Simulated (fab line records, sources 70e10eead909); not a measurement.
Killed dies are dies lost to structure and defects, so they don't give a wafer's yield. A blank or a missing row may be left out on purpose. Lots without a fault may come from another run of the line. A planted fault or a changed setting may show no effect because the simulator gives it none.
Chamber matching | flow nand_harc | NHARC_A_STAIRCASE_ALD_420 on ald_hk-03: 4 sister chambers
The step deposits SiO2, target thk 20 nm, pulse time 6 s, ald cycles 200. 16 wafers are shown with their chamber, then 8 later ones without.

WAFERS WITH THEIR CHAMBER
wafer  | chamber | heater_power_w (W) | precursor_pulse_height_rel
L078.2 | 0       | 471                | 0.986
L078.3 | 3       | 464                | 0.991
L078.6 | 0       | 476                | 1.027
L079.1 | 1       | 453                | 1.046
L079.2 | 0       | 471                | 1.001
L079.6 | 1       | 462                | 0.975
L080.1 | 1       | 454                | 1.026
L080.4 | 3       | 469                | 0.982
L080.5 | 2       | 475                | 0.999
L082.2 | 3       | 474                | 0.995
L082.5 | 3       | 469                | 0.985
L082.6 | 0       | 489                | 0.995
L085.1 | 1       | 455                | 1.014
L085.4 | 3       | 471                | 0.960
L085.5 | 2       | 504                | 0.995
L087.2 | 2       | 481                | 1.020

SIGNATURES (means of the wafers above)
reading                    | chamber 0 | chamber 1 | chamber 2 | chamber 3 | scatter within a chamber
heater_power_w             | 476.75    | 456.00    | 486.67    | 469.40    | 8.11
precursor_pulse_height_rel | 1.00225   | 1.01525   | 1.00467   | 0.98260   | 0.0198
Rule: a wafer's distance from a chamber is the root of the sum, over the readings, of the square of ((its reading less the chamber's mean) divided by the reading's scatter). The wafer belongs to the nearest chamber; if the next one is less than 2 further off, it can't be placed. The scatter: the root of (the sum of the squares of (reading less its chamber's mean) over the shown wafers, divided by (wafers less chambers)).

WAFERS WITHOUT THEIR CHAMBER
wafer  | heater_power_w (W) | precursor_pulse_height_rel
L087.3 | 463                | 1.051
L087.4 | 464                | 0.985
L088.3 | 481                | 0.956
L088.4 | 486                | 1.015
L088.6 | 471                | 0.960
L096.2 | 472                | 0.994
L096.3 | 451                | 1.006
L096.6 | 461                | 1.000

WHICH CHAMBER EACH WENT THROUGH
wafer  | from the rows above               | in truth
L087.3 | can't be placed: 1 or 0 or 3 or 2 | 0
L087.4 | can't be placed: 3 or 0 or 1      | 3
L088.3 | can't be placed: 3 or 0 or 2      | 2
L088.4 | can't be placed: 2 or 0           | 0
L088.6 | can't be placed: 3 or 0 or 2      | 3
L096.2 | can't be placed: 3 or 0 or 2 or 1 | 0
L096.3 | can't be placed: 1 or 3           | 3
L096.6 | can't be placed: 1 or 3 or 0      | 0
Placed correctly: 0 of 8. Can't be placed from these rows: 8 (the true chamber is among the candidates in 8). Placed wrongly: 0.
